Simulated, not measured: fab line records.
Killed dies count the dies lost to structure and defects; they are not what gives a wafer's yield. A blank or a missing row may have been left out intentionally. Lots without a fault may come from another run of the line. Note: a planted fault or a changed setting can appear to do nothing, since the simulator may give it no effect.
fab line records    flow nandHarc
record lots=24  wafers=72  lastDay=34
route steps=1302 shown A_SLIT@935 A_CONTACT@998
lots with no fault: from the same line, run without faults
startH: the number of hours between the record's first day and the start of the first shown wafer of the lot    waitH: hours since the lot's step before    " same as the row above    L1.1+2: a row that stands for several wafers    - value missing, or start not given    * or withheld: withheld    < > ~ a bound
route shown NAME@n: names a module that has steps shown in the file, with the first one's number in the route    usual: mean and standard deviation over wafers with no fault    same: alike in all rows    chamber/n: place in a boat    sites: each site's reading    _std_site: their standard deviation    _edge_site: the outer-site mean with the inner-site mean subtracted    radiusMm: how far each site lies from the wafer's centre    mask NAME#n: copy n    behind: tool/chamber where the wafer was last shaped    hold: cause of the lot's hold/its duration in hours/its outcome    device: the n, p or np transistor that did not switch    end of line: the tests these same wafers got at the end of their route    step lacking rows: just its recipe    killed: not the wafer's yield, but the dies lost to structure and defects at the first sort    map: a wafer's dies, marking killed ones x, the rest . and places with no die _
set.NAME: the setting that was run; set.NAME@STEP: the one run at that earlier step    model.NAME: the simulator's own value behind a step, which no gauge read
steps of the route over a sample of lots; a table a step, a row a wafer
services: a tool's chamber out of use, with start hour (startH, from the record's first day; less than 0 if before it), hours out, and reason
## steps
# step NHARC_A_SLIT_INSPECT_11
# usual rawDefectCount=59/28
lot.wafer  tool              chamber  startH  waitH  rawDefectCount
L077.4     defectInspect-02  -        473.58  0.0    72
L077.5     "                 -        "       "      73
L077.6     "                 -        "       "      78
L074.1     defectInspect-02  -        474.17  0.0    53
L074.4     "                 -        "       "      63
L074.6     "                 -        "       "      75
L075.2     defectInspect-01  -        479.67  0.0    62
L075.5     "                 -        "       "      63
L075.6     "                 -        "       "      71
L076.1     defectInspect-01  -        485.44  0.0    61
L076.2     "                 -        "       "      56
L076.5     "                 -        "       "      77
L079.2     defectInspect-02  -        500.02  0.0    81
L079.4     "                 -        "       "      89
L079.5     "                 -        "       "      65
L078.3     defectInspect-02  -        500.20  0.0    63
L078.5     "                 -        "       "      48
L078.6     "                 -        "       "      71
L080.4     defectInspect-01  -        508.45  0.0    102
L080.5     "                 -        "       "      119
L080.6     "                 -        "       "      108
L081.2     defectInspect-01  -        508.60  0.0    19
L081.5     "                 -        "       "      30
L081.6     "                 -        "       "      28
L082.1     defectInspect-02  -        544.32  0.0    79
L082.2     "                 -        "       "      93
L082.4     "                 -        "       "      68
L084.2     defectInspect-01  -        557.61  0.0    84
L084.3     "                 -        "       "      70
L084.6     "                 -        "       "      80
L083.1     defectInspect-02  -        559.02  0.0    10
L083.2     "                 -        "       "      10
L083.3     "                 -        "       "      10
L085.1     defectInspect-01  -        561.46  0.0    10
L085.3     "                 -        "       "      19
L085.4     "                 -        "       "      13
L086.1     defectInspect-01  -        572.00  0.0    61
L086.2     "                 -        "       "      48
L086.5     "                 -        "       "      70
L087.1     defectInspect-01  -        578.59  0.0    22
L087.5     "                 -        "       "      13
L087.6     "                 -        "       "      15
L088.1     defectInspect-01  -        598.12  0.0    97
L088.5     "                 -        "       "      89
L088.6     "                 -        "       "      83
L089.2     defectInspect-02  -        598.15  0.0    58
L089.4     "                 -        "       "      60
L089.6     "                 -        "       "      52
L090.1     defectInspect-01  -        628.53  0.0    45
L090.4     "                 -        "       "      46
L090.5     "                 -        "       "      62
L092.1     defectInspect-01  -        641.94  0.0    95
L092.3     "                 -        "       "      90
L092.4     "                 -        "       "      99
L091.1     defectInspect-02  -        642.09  0.0    22
L091.2     "                 -        "       "      30
L091.3     "                 -        "       "      24
L094.1     defectInspect-01  -        646.20  0.0    36
L094.2     "                 -        "       "      31
L094.5     "                 -        "       "      24
L093.1     defectInspect-01  -        646.36  0.0    66
L093.2     "                 -        "       "      64
L093.4     "                 -        "       "      60
L095.3     defectInspect-01  -        674.75  0.0    34
L095.4     "                 -        "       "      26
L095.6     "                 -        "       "      24
L097.2     defectInspect-02  -        678.47  0.0    74
L097.5     "                 -        "       "      89
L097.6     "                 -        "       "      86
L096.1     defectInspect-01  -        689.34  0.0    91
L096.2     "                 -        "       "      79
L096.6     "                 -        "       "      76
# step NHARC_A_SLIT_ETCH_29
# recipe targetDepthA=1000  overetchA=100  timeS=55  ionEnergyEv=100  cf4FlowSccm=80  o2FlowSccm=20  arFlowSccm=0  rfW=300  biasW=100  chemistry=CF4/O2
# usual drypumpMotorCurrentA=5.8/0.39  oesProductAu=1.003/0.0093  rfVppV=198.0/1.5  showerheadPlenumPTorr=1.34/0.058  throttleValvePct=13.396/0.008
lot.wafer  tool        chamber  startH  waitH  drypumpMotorCurrentA  oesProductAu  rfHoursCounterH  rfVppV  showerheadPlenumPTorr  throttleValvePct
L077.4     rieDiel-05  2        479.37  0.1    5.5                   0.991         2                196.5   1.30                   13.380
L077.6     "           1        "       "      5.9                   1.007         -                197.9   1.33                   13.400
L077.5     "           2        "       "      5.5                   0.986         -                197.7   1.29                   13.393
L074.1     rieDiel-05  3        482.92  0.1    6.4                   1.018         3                199.7   1.43                   13.398
L074.4     "           1        "       "      6.0                   1.013         2                196.4   1.33                   13.394
L074.6     "           3        "       "      6.5                   1.021         -                200.2   1.43                   13.404
L075.2     rieDiel-05  0        487.37  0.1    6.1                   1.011         3                198.4   1.33                   13.391
L075.5     "           1        "       "      6.0                   1.008         -                199.0   1.33                   13.410
L075.6     "           2        "       "      5.4                   0.998         -                196.2   1.29                   13.402
L076.1     rieDiel-05  0        495.07  0.1    6.1                   1.011         3                198.6   1.33                   13.401
L076.2     "           1        "       "      6.0                   1.012         3                198.0   1.33                   13.396
L076.5     "           0        "       "      6.1                   1.006         -                196.5   1.33                   13.402
L079.4     rieDiel-12  3        505.82  0.1    6.5                   0.984         3                199.1   1.41                   13.403
L079.2     "           0        "       "      5.9                   1.004         4                199.7   1.41                   13.398
L079.5     "           0        "       "      5.9                   1.005         -                199.5   1.41                   13.390
L078.3     rieDiel-06  2        506.19  0.1    5.5                   1.008         1                194.4   1.25                   13.396
L078.6     "           2        "       "      5.5                   1.004         -                196.6   1.25                   13.381
L078.5     "           3        "       "      5.7                   1.021         -                200.2   1.40                   13.393
L080.4     rieDiel-12  0        514.31  0.1    5.9                   1.004         4                197.9   1.41                   13.397
L080.5     "           1        "       "      5.8                   0.989         -                198.3   1.36                   13.373
L080.6     "           2        "       "      5.9                   1.019         -                196.4   1.25                   13.384
L081.2     rieDiel-05  3        517.67  0.1    6.5                   1.015         4                198.4   1.43                   13.406
L081.6     "           2        "       "      5.5                   0.993         -                196.5   1.29                   13.393
L081.5     "           3        "       "      6.5                   1.012         -                199.8   1.43                   13.405
L082.2     rieDiel-05  3        550.16  0.1    6.4                   1.007         5                200.8   1.43                   13.396
L082.4     "           1        "       "      6.0                   1.008         5                198.3   1.33                   13.397
L082.1     "           2        "       "      5.5                   1.007         5                196.8   1.29                   13.399
L084.3     rieDiel-06  1        563.43  0.1    5.1                   0.993         6                197.4   1.34                   13.398
L084.2     "           3        "       "      5.7                   1.008         4                197.7   1.40                   13.391
L084.6     "           0        "       "      5.5                   0.997         -                198.3   1.36                   13.391
L083.1     rieDiel-06  0        565.30  0.1    5.5                   0.997         5                199.1   1.36                   13.408
L083.2     "           1        "       "      5.1                   0.994         6                197.9   1.34                   13.408
L083.3     "           2        "       "      5.5                   1.015         5                195.5   1.25                   13.397
L085.4     rieDiel-05  1        567.29  0.1    5.9                   1.010         5                196.8   1.33                   13.398
L085.1     "           2        "       "      5.5                   0.989         5                197.6   1.29                   13.388
L085.3     "           0        "       "      6.1                   0.996         6                197.5   1.33                   13.395
L086.2     rieDiel-06  1        578.26  0.1    5.1                   0.994         7                198.0   1.34                   13.399
L086.1     "           2        "       "      5.5                   1.004         5                196.1   1.25                   13.407
L086.5     "           2        "       "      5.5                   1.007         -                196.5   1.25                   13.397
L087.1     rieDiel-06  2        584.46  0.1    5.5                   0.995         5                195.5   1.25                   13.400
L087.6     "           2        "       "      5.5                   0.995         -                195.2   1.25                   13.393
L087.5     "           3        "       "      5.8                   1.003         -                199.6   1.40                   13.402
L089.2     rieDiel-12  2        603.92  0.1    5.9                   1.009         9                194.5   1.25                   13.391
L089.4     "           3        "       "      6.5                   0.988         10               198.7   1.40                   13.403
L089.6     "           2        "       "      5.9                   1.006         -                197.4   1.25                   13.390
L088.1     rieDiel-05  0        603.95  0.1    6.1                   1.017         0                198.1   1.33                   13.403
L088.5     "           1        "       "      5.9                   1.015         -                198.8   1.33                   13.398
L088.6     "           2        "       "      5.5                   1.015         -                196.1   1.29                   13.397
L090.4     rieDiel-12  3        634.32  0.1    6.5                   1.008         0                200.2   1.40                   13.392
L090.1     "           0        "       "      5.9                   1.010         0                199.7   1.41                   13.401
L090.5     "           3        "       "      6.5                   1.004         -                197.9   1.40                   13.394
L092.4     rieDiel-05  1        647.82  0.1    5.9                   1.005         2                197.5   1.33                   13.394
L092.1     "           2        "       "      5.5                   1.014         2                198.2   1.29                   13.407
L092.3     "           3        "       "      6.5                   1.006         2                199.0   1.43                   13.404
L091.3     rieDiel-06  1        648.04  0.1    5.1                   0.994         13               196.2   1.34                   13.380
L091.2     "           3        "       "      5.7                   1.009         10               199.4   1.40                   13.401
L091.1     "           0        "       "      5.5                   0.992         11               198.8   1.36                   13.388
L094.2     rieDiel-06  3        652.06  0.1    5.7                   1.021         11               199.1   1.40                   13.400
L094.1     "           1        "       "      5.1                   0.993         13               198.6   1.34                   13.392
L094.5     "           0        "       "      5.5                   1.002         -                197.5   1.36                   13.396
L093.4     rieDiel-12  3        652.20  0.1    6.5                   1.001         1                200.0   1.40                   13.402
L093.1     "           1        "       "      5.8                   1.015         2                197.4   1.36                   13.392
L093.2     "           2        "       "      5.9                   0.999         2                195.1   1.25                   13.418
L095.3     rieDiel-12  3        680.55  0.1    6.5                   1.001         2                198.4   1.40                   13.395
L095.4     "           1        "       "      5.8                   0.998         3                198.9   1.36                   13.404
L095.6     "           2        "       "      5.9                   1.001         -                195.5   1.25                   13.403
L097.2     rieDiel-06  3        684.30  0.1    5.7                   0.995         0                199.6   1.40                   13.399
L097.6     "           3        "       "      5.7                   1.003         -                198.6   1.40                   13.389
L097.5     "           0        "       "      5.5                   0.986         -                199.3   1.36                   13.408
L096.2     rieDiel-12  0        698.14  0.1    5.9                   1.002         3                199.8   1.41                   13.396
L096.1     "           2        "       "      5.9                   1.004         3                195.8   1.25                   13.394
L096.6     "           1        "       "      5.8                   0.986         -                198.5   1.36                   13.389
# step NHARC_A_SLIT_CD_MEAS_21
# usual cdNm=289.6/1
lot.wafer  tool      chamber  startH  waitH  cdNm
L077.4     cdSem-01  -        479.91  -      289.6
L077.5     "         -        "       "      289.3
L077.6     "         -        "       "      290.3
L074.1     cdSem-03  -        483.45  -      290.3
L074.4     "         -        "       "      290.5
L074.6     "         -        "       "      290.3
L075.2     cdSem-02  -        487.91  -      289.3
L075.5     "         -        "       "      288.9
L075.6     "         -        "       "      288.9
L076.1     cdSem-01  -        495.61  -      291.1
L076.2     "         -        "       "      291.6
L076.5     "         -        "       "      290.5
L079.2     cdSem-01  -        506.35  -      290.5
L079.4     "         -        "       "      290.1
L079.5     "         -        "       "      290.5
L078.3     cdSem-03  -        506.73  -      290.0
L078.5     "         -        "       "      290.6
L078.6     "         -        "       "      290.6
L080.4     cdSem-01  -        514.87  0.1    288.8
L080.5     "         -        "       "      289.8
L080.6     "         -        "       "      287.9
L081.2     cdSem-01  -        518.21  -      291.4
L081.5     "         -        "       "      291.3
L081.6     "         -        "       "      289.5
L082.1     cdSem-02  -        550.71  -      289.0
L082.2     "         -        "       "      289.4
L082.4     "         -        "       "      288.6
L084.2     cdSem-01  -        563.96  -      290.2
L084.3     "         -        "       "      290.3
L084.6     "         -        "       "      288.9
L083.1     cdSem-01  -        565.82  -      288.5
L083.2     "         -        "       "      290.2
L083.3     "         -        "       "      290.6
L085.1     cdSem-02  -        567.82  -      289.7
L085.3     "         -        "       "      289.4
L085.4     "         -        "       "      290.5
L086.1     cdSem-03  -        578.79  -      288.6
L086.2     "         -        "       "      289.1
L086.5     "         -        "       "      289.2
L087.1     cdSem-03  -        585.07  0.1    289.5
L087.5     "         -        "       "      288.4
L087.6     "         -        "       "      289.4
L089.2     cdSem-03  -        604.46  -      288.7
L089.4     "         -        "       "      289.1
L089.6     "         -        "       "      289.0
L088.1     cdSem-01  -        604.52  0.1    290.6
L088.5     "         -        "       "      289.9
L088.6     "         -        "       "      290.2
L090.1     cdSem-01  -        634.85  -      288.2
L090.4     "         -        "       "      288.2
L090.5     "         -        "       "      286.8
L092.1     cdSem-02  -        648.35  -      291.1
L092.3     "         -        "       "      290.1
L092.4     "         -        "       "      290.9
L091.1     cdSem-01  -        648.58  -      289.3
L091.2     "         -        "       "      289.5
L091.3     "         -        "       "      290.3
L094.1     cdSem-01  -        652.60  -      290.2
L094.2     "         -        "       "      290.2
L094.5     "         -        "       "      290.3
L093.1     cdSem-03  -        652.74  -      289.2
L093.2     "         -        "       "      289.5
L093.4     "         -        "       "      289.5
L095.3     cdSem-03  -        681.09  -      286.7
L095.4     "         -        "       "      288.5
L095.6     "         -        "       "      287.1
L097.2     cdSem-02  -        684.84  -      289.3
L097.5     "         -        "       "      289.7
L097.6     "         -        "       "      289.9
L096.1     cdSem-03  -        698.71  0.1    289.0
L096.2     "         -        "       "      290.2
L096.6     "         -        "       "      289.4
# step NHARC_A_CONTACT_OVL_MEAS_43
# usual overlayXNm=-0.1/0.75  overlayYNm=0.2/0.73
lot.wafer  tool        chamber  startH  waitH  overlayXNm  overlayYNm
L077.4     overlay-01  -        512.80  -      0.7         0.3
L077.5     "           -        "       "      0.8         -0.3
L077.6     "           -        "       "      0.8         -0.4
L074.1     overlay-01  -        515.27  -      0.5         -0.6
L074.4     "           -        "       "      0.0         -1.3
L074.6     "           -        "       "      0.6         -1.2
L075.2     overlay-01  -        519.54  -      -0.7        0.8
L075.5     "           -        "       "      -0.6        0.3
L075.6     "           -        "       "      -0.6        1.0
L076.1     overlay-02  -        527.32  -      -0.5        -0.2
L076.2     "           -        "       "      -0.8        0.0
L076.5     "           -        "       "      -0.3        -0.3
L078.3     overlay-01  -        538.21  -      0.0         -0.4
L078.5     "           -        "       "      0.0         -0.2
L078.6     "           -        "       "      -0.3        0.0
L079.2     overlay-02  -        538.38  -      0.5         1.1
L079.4     "           -        "       "      0.7         1.0
L079.5     "           -        "       "      0.1         1.2
L081.2     overlay-01  -        551.00  -      -1.1        -0.2
L081.5     "           -        "       "      -2.0        0.5
L081.6     "           -        "       "      -1.4        -0.3
L080.4     overlay-01  -        551.70  -      0.8         0.6
L080.5     "           -        "       "      0.3         0.5
L080.6     "           -        "       "      0.1         0.8
L082.1     overlay-01  -        584.15  -      -0.8        0.8
L082.2     "           -        "       "      -0.9        0.9
L082.4     "           -        "       "      -1.3        0.8
L084.2     overlay-02  -        594.29  -      -0.6        -0.3
L084.3     "           -        "       "      -0.5        0.2
L084.6     "           -        "       "      -1.0        -0.4
L083.1     overlay-02  -        594.59  -      -0.2        -1.1
L083.2     "           -        "       "      -0.6        -0.1
L083.3     "           -        "       "      -0.1        -0.3
L085.1     overlay-01  -        604.28  -      -0.6        0.8
L085.3     "           -        "       "      -1.1        0.4
L085.4     "           -        "       "      -0.7        1.1
L086.1     overlay-01  -        612.69  -      0.4         0.8
L086.2     "           -        "       "      0.3         0.5
L086.5     "           -        "       "      -0.3        0.1
L087.1     overlay-02  -        615.55  -      -0.4        0.9
L087.5     "           -        "       "      -0.4        0.6
L087.6     "           -        "       "      -0.7        0.3
L089.2     overlay-01  -        636.24  -      0.0         -0.2
L089.4     "           -        "       "      0.2         0.0
L089.6     "           -        "       "      0.0         0.3
L088.1     overlay-02  -        636.43  -      0.9         0.1
L088.5     "           -        "       "      0.9         -0.1
L088.6     "           -        "       "      1.0         0.2
L090.1     overlay-02  -        671.01  -      0.8         0.4
L090.4     "           -        "       "      1.0         0.2
L090.5     "           -        "       "      1.3         -0.1
L092.1     overlay-01  -        679.63  -      0.0         -2.0
L092.3     "           -        "       "      0.6         -1.9
L092.4     "           -        "       "      0.3         -1.5
L091.1     overlay-02  -        682.80  -      -0.8        0.6
L091.2     "           -        "       "      -1.5        0.9
L091.3     "           -        "       "      -0.9        1.0
L093.1     overlay-01  -        685.68  -      1.0         1.3
L093.2     "           -        "       "      0.1         1.0
L093.4     "           -        "       "      0.9         1.0
L094.1     overlay-02  -        687.03  -      0.0         1.7
L094.2     "           -        "       "      0.2         0.9
L094.5     "           -        "       "      0.1         1.3
L095.3     overlay-02  -        713.39  -      -1.0        -0.9
L095.4     "           -        "       "      -0.5        -1.2
L095.6     "           -        "       "      -0.3        -0.5
L097.2     overlay-02  -        718.13  -      -0.4        1.2
L097.5     "           -        "       "      -0.9        1.2
L097.6     "           -        "       "      -0.6        1.3
L096.1     overlay-01  -        730.24  -      0.6         0.7
L096.2     "           -        "       "      1.1         0.6
L096.6     "           -        "       "      0.7         0.4
# step NHARC_A_CONTACT_ETCH_50
# recipe targetDepthA=1210  timeS=60.5  cf4FlowSccm=100  chf3FlowSccm=30  arFlowSccm=0  rfW=500  biasW=200  chemistry=CF4/CHF3
# usual drypumpMotorCurrentA=5.7/0.45  oesProductAu=0.943/0.023  rfVppV=370.6/2.6  showerheadPlenumPTorr=1.57/0.072  throttleValvePct=16.801/0.0096
lot.wafer  tool        chamber  startH  waitH  drypumpMotorCurrentA  oesProductAu  rfHoursCounterH  rfVppV  showerheadPlenumPTorr  throttleValvePct
L077.4     rieDiel-02  1        -       -      5.3                   0.924         27               374.4   1.66                   16.796
L077.6     "           1        "       "      5.2                   0.917         -                373.1   1.66                   16.797
L077.5     "           2        "       "      6.0                   0.906         -                370.5   1.55                   16.798
L074.1     rieDiel-03  2        -       -      6.2                   0.922         6                371.7   1.61                   16.797
L074.4     "           3        "       "      5.9                   0.916         6                373.3   1.65                   16.799
L074.6     "           2        "       "      6.2                   0.928         -                372.4   1.61                   16.805
L075.2     rieDiel-10  1        -       -      5.9                   0.980         31               367.6   1.47                   16.782
L075.6     "           1        "       "      5.9                   0.987         -                369.3   1.47                   16.796
L075.5     "           2        "       "      4.8                   0.997         -                369.4   1.51                   16.784
L076.1     rieDiel-10  2        -       -      4.8                   0.937         28               367.8   1.51                   16.800
L076.2     "           3        "       "      5.0                   0.928         29               368.6   1.51                   16.795
L076.5     "           1        "       "      5.9                   0.928         -                366.0   1.47                   16.801
L078.3     rieDiel-02  2        -       -      5.9                   0.907         51               368.3   1.54                   16.793
L078.6     "           1        "       "      5.2                   0.931         -                372.5   1.66                   16.812
L078.5     "           2        "       "      6.0                   0.920         -                371.0   1.54                   16.822
L079.4     rieDiel-10  3        -       -      5.0                   0.929         36               368.1   1.51                   16.806
L079.2     "           2        "       "      4.8                   0.942         35               369.2   1.51                   16.806
L079.5     "           0        "       "      6.0                   0.942         -                374.2   1.67                   16.812
L081.2     rieDiel-10  1        -       -      5.9                   0.940         44               366.8   1.46                   16.798
L081.5     "           3        "       "      5.0                   0.924         -                368.9   1.51                   16.790
L081.6     "           0        "       "      6.0                   0.940         -                373.8   1.67                   16.812
L080.4     rieDiel-03  1        -       -      6.2                   0.982         15               369.2   1.51                   16.797
L080.5     "           2        "       "      6.2                   0.969         -                371.4   1.61                   16.790
L080.6     "           3        "       "      5.9                   0.965         -                374.2   1.65                   16.790
L082.2     rieDiel-03  3        -       -      5.9                   0.969         18               372.8   1.65                   16.802
L082.4     "           1        "       "      6.2                   0.977         19               367.4   1.51                   16.788
L082.1     "           2        "       "      6.2                   0.975         19               372.7   1.61                   16.801
L084.3     rieDiel-03  0        -       -      5.6                   0.943         19               368.1   1.50                   16.796
L084.2     "           2        "       "      6.2                   0.961         20               371.6   1.61                   16.810
L084.6     "           0        "       "      5.6                   0.945         -                366.5   1.50                   16.801
L083.2     rieDiel-10  2        -       -      4.8                   0.925         56               368.4   1.50                   16.800
L083.1     "           3        "       "      5.0                   0.920         55               366.8   1.50                   16.791
L083.3     "           0        "       "      5.9                   0.947         60               373.5   1.67                   16.789
L085.4     rieDiel-02  2        -       -      6.0                   0.922         8                368.7   1.54                   16.801
L085.1     "           3        "       "      5.2                   0.921         7                373.6   1.66                   16.811
L085.3     "           0        "       "      5.3                   0.933         6                370.6   1.60                   16.789
L086.2     rieDiel-03  2        -       -      6.2                   0.959         23               373.0   1.61                   16.807
L086.1     "           3        "       "      5.9                   0.963         23               373.9   1.65                   16.806
L086.5     "           2        "       "      6.2                   0.965         -                370.8   1.61                   16.823
L087.1     rieDiel-03  0        -       -      5.5                   0.917         24               367.3   1.49                   16.800
L087.6     "           3        "       "      5.9                   0.916         -                372.9   1.65                   16.784
L087.5     "           0        "       "      5.6                   0.930         -                367.6   1.49                   16.795
L089.4     rieDiel-02  1        -       -      5.2                   0.918         23               374.0   1.65                   16.795
L089.2     "           2        "       "      6.0                   0.920         22               369.8   1.54                   16.785
L089.6     "           0        "       "      5.2                   0.925         -                371.0   1.60                   16.793
L088.1     rieDiel-10  3        -       -      5.0                   0.956         11               368.5   1.50                   16.795
L088.5     "           0        "       "      5.9                   0.954         -                373.6   1.66                   16.792
L088.6     "           1        "       "      6.0                   0.958         -                375.0   1.70                   16.789
L090.4     rieDiel-03  3        -       -      5.9                   0.928         4                374.4   1.65                   16.806
L090.1     "           1        "       "      6.2                   0.955         4                366.4   1.50                   16.798
L090.5     "           2        "       "      6.2                   0.962         -                371.4   1.61                   16.806
L092.4     rieDiel-03  0        -       -      5.6                   0.979         5                366.7   1.49                   16.809
L092.3     "           2        "       "      6.2                   0.964         4                371.7   1.61                   16.803
L092.1     "           3        "       "      5.9                   0.964         5                373.0   1.65                   16.806
L091.1     rieDiel-03  1        -       -      6.2                   0.972         5                368.4   1.50                   16.798
L091.2     "           2        "       "      6.2                   0.958         5                369.6   1.61                   16.811
L091.3     "           0        "       "      5.6                   0.969         6                368.1   1.49                   16.779
L093.1     rieDiel-03  1        -       -      6.2                   0.993         6                369.1   1.50                   16.779
L093.4     "           2        "       "      6.2                   0.962         7                371.4   1.61                   16.805
L093.2     "           3        "       "      5.9                   0.953         8                371.3   1.65                   16.810
L094.2     rieDiel-02  1        -       -      5.2                   0.921         44               372.0   1.65                   16.803
L094.1     "           3        "       "      5.2                   0.914         35               374.5   1.65                   16.790
L094.5     "           1        "       "      5.2                   0.929         -                373.3   1.65                   16.798
L095.3     rieDiel-03  3        -       -      5.9                   0.945         13               373.8   1.64                   16.823
L095.4     "           1        "       "      6.2                   0.980         12               369.7   1.50                   16.788
L095.6     "           0        "       "      5.6                   0.948         -                366.9   1.49                   16.810
L097.2     rieDiel-03  1        -       -      6.2                   0.931         14               369.3   1.50                   16.801
L097.6     "           0        "       "      5.6                   0.912         -                368.7   1.49                   16.799
L097.5     "           1        "       "      6.2                   0.931         -                368.1   1.50                   16.805
L096.1     rieDiel-02  1        -       -      5.2                   0.927         58               371.6   1.64                   16.803
L096.2     "           0        "       "      5.3                   0.935         57               370.8   1.59                   16.788
L096.6     "           2        "       "      6.0                   0.923         -                370.7   1.53                   16.810
# step NHARC_A_CONTACT_ETCH_117
# recipe sourceW=withheld  pressureMtorr=20  biasV=3000  timeS=190  targetDepthA=18500  arFlowSccm=withheld  c4f8FlowSccm=withheld  o2FlowSccm=withheld  chemistry=C4F8/O2/Ar
lot.wafer  tool           chamber  startH  waitH  rfHoursCounterH
L077.4     harCapEtch-03  1        515.82  0.1    -
L077.5     "              1        "       "      -
L077.6     "              0        "       "      -
L074.1     harCapEtch-01  1        518.68  0.1    1
L074.4     "              0        "       "      -
L074.6     "              1        "       "      -
L075.2     harCapEtch-02  1        522.55  0.1    81
L075.5     "              0        "       "      -
L075.6     "              1        "       "      -
L076.1     harCapEtch-03  0        530.85  0.1    43
L076.2     "              1        "       "      43
L076.5     "              1        "       "      -
L079.2     harCapEtch-03  0        541.53  0.1    47
L079.4     "              0        "       "      -
L079.5     "              0        "       "      -
L078.3     harCapEtch-02  0        541.67  0.2    -
L078.6     "              1        "       "      -
L078.5     "              0        "       "      -
L081.2     harCapEtch-03  0        554.46  0.1    51
L081.5     "              1        "       "      -
L081.6     "              0        "       "      -
L080.4     harCapEtch-01  0        554.74  0.1    -
L080.6     "              0        "       "      -
L080.5     "              1        "       "      -
L082.1     harCapEtch-03  1        587.13  0.1    56
L082.2     "              0        "       "      56
L082.4     "              1        "       "      -
L083.1     harCapEtch-03  0        597.56  0.1    58
L083.2     "              1        "       "      58
L083.3     "              0        "       "      -
L084.2     harCapEtch-01  0        597.64  0.2    17
L084.3     "              0        "       "      -
L084.6     "              0        "       "      -
L085.1     harCapEtch-03  0        607.82  0.1    61
L085.4     "              0        "       "      -
L085.3     "              1        "       "      -
L086.2     harCapEtch-03  0        615.66  0.1    63
L086.1     "              1        "       "      63
L086.5     "              0        "       "      -
L087.1     harCapEtch-01  0        618.56  0.1    21
L087.5     "              1        "       "      -
L087.6     "              0        "       "      -
L089.2     harCapEtch-01  1        639.23  0.1    26
L089.4     "              1        "       "      -
L089.6     "              1        "       "      -
L088.1     harCapEtch-02  0        639.43  0.1    105
L088.6     "              1        "       "      -
L088.5     "              0        "       "      -
L090.1     harCapEtch-01  0        674.02  0.1    30
L090.4     "              1        "       "      -
L090.5     "              0        "       "      -
L092.1     harCapEtch-02  0        682.61  0.1    109
L092.3     "              0        "       "      -
L092.4     "              1        "       "      -
L091.2     harCapEtch-03  0        685.75  0.1    72
L091.1     "              1        "       "      72
L091.3     "              1        "       "      -
L093.2     harCapEtch-02  0        688.65  0.1    111
L093.1     "              1        "       "      111
L093.4     "              1        "       "      -
L094.1     harCapEtch-03  0        691.02  0.1    75
L094.2     "              1        "       "      75
L094.5     "              1        "       "      -
L095.4     harCapEtch-02  1        716.43  0.1    -
L095.3     "              0        "       "      -
L095.6     "              0        "       "      -
L097.2     harCapEtch-01  0        721.15  0.1    39
L097.5     "              0        "       "      -
L097.6     "              1        "       "      -
L096.2     harCapEtch-01  1        733.27  0.1    41
L096.1     "              0        "       "      41
L096.6     "              0        "       "      -
## services
tool           chamber  startH  hours  kind
rieDiel-03     -        458.30  9.0    pm
rieDiel-10     -        461.80  3.5    repair
rieDiel-02     1        466.26  16.5   repair
rieDiel-03     -        479.94  1.0    repair
rieDiel-05     1        483.76  2.2    repair
rieDiel-06     -        484.27  9.0    pm
rieDiel-05     -        486.02  0.5    repair
harCapEtch-01  -        498.51  17.0   pm
rieDiel-02     1        500.29  7.4    repair
rieDiel-02     2        503.14  1.3    repair
rieDiel-12     -        504.33  0.7    repair
rieDiel-06     1        525.83  4.6    repair
rieDiel-06     2        532.31  4.3    repair
rieDiel-02     0        539.74  2.6    repair
rieDiel-02     2        541.20  28.6   repair
rieDiel-02     -        559.32  0.6    repair
rieDiel-05     -        583.66  9.0    pm
rieDiel-12     -        622.40  9.0    pm
rieDiel-03     -        635.38  9.0    pm
harCapEtch-01  -        661.17  0.4    repair
rieDiel-06     -        661.27  9.0    pm
rieDiel-05     -        679.78  1.0    repair
rieDiel-05     0        687.84  16.6   repair
rieDiel-12     -        701.19  0.6    repair
## key
fault none
